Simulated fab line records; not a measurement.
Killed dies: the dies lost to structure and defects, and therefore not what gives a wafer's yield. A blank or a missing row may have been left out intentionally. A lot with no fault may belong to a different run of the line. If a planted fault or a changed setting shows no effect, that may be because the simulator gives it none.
Comparing a struck lot with a sound one | flow nandHarc | 15 steps out of a route of 1159
Sound: the wafers L135.3, L135.4, L135.5. The struck wafers were L146.1, L146.4, L146.6. The cause is named last.
Order at every step that has rows: each side's tool, ch and its chambers, its first start. Under that, the readings that differ: sound wafers | struck wafers | difference of the means | sigmas: that difference in standard deviations of wafers without a fault.
alike: a reading whose means differ by less than 2 such deviations, as well as words and numbers matching on both sides. not compared: withheld readings; readings where some wafer has no value; bounds like >300 that might hide an equal value; numbers whose values overlap and for which the record gives no deviation.
A row with sigmas, a row that says differs or no value, or rows on one side alone: a step with any of these is where the two part. When numbers do not overlap yet have no deviation, they are printed without sigmas and do not part them. Lack of a reading on every wafer of one side parts them only where that side has two or more wafers.

first, 2 steps without rows for these wafers: NHARC_P_STI_SRD_39; NHARC_P_STI_OXIDE_40 (material SiO2, target thk 10 nm, ox time 1362 s).
NHARC_P_STI_INSPECT_25:
  struck on defectInspect-01, day 6 23:33; sound on defectInspect-01, day 3 23:09
  alike: rawDefectCount
then, 9 steps without rows for these wafers: NHARC_P_GATE_ETCH_69 (etches SiO2 in dHF, target depth 14 nm); NHARC_P_GATE_PRECLEAN_70 (cleans in SC1); NHARC_P_GATE_SRD_01; NHARC_P_GATE_OXIDE_02 (material SiO2, target thk 37.5 nm, ox time 365 s); NHARC_P_GATE_DEHYDRATE_03 (time 120 s); NHARC_P_GATE_HMDS_04 (time 30 s); NHARC_P_GATE_COAT_05; NHARC_P_GATE_SOFTBAKE_06 (time 95 s); NHARC_P_GATE_EBR_07.
NHARC_P_GATE_EXPOSE_08: exposes mask P HV.
  sound on krfScanner-03 ch 0, day 4 07:28; struck on krfScanner-03 ch 0, day 7 07:34
reading                      | sound                | struck            | difference | sigmas
model.P_GATE.overlayXNm (nm) | -6.963 -6.963 -6.963 | 24.58 24.58 24.58 | +31.54     | 
  alike: mask
then, 2 steps without rows for these wafers: NHARC_P_GATE_PEB_09 (peb time 85 s); NHARC_END_SORT_01.

## WHERE THEY PART
Nowhere in this record.

WHY: the cause the simulator had injected
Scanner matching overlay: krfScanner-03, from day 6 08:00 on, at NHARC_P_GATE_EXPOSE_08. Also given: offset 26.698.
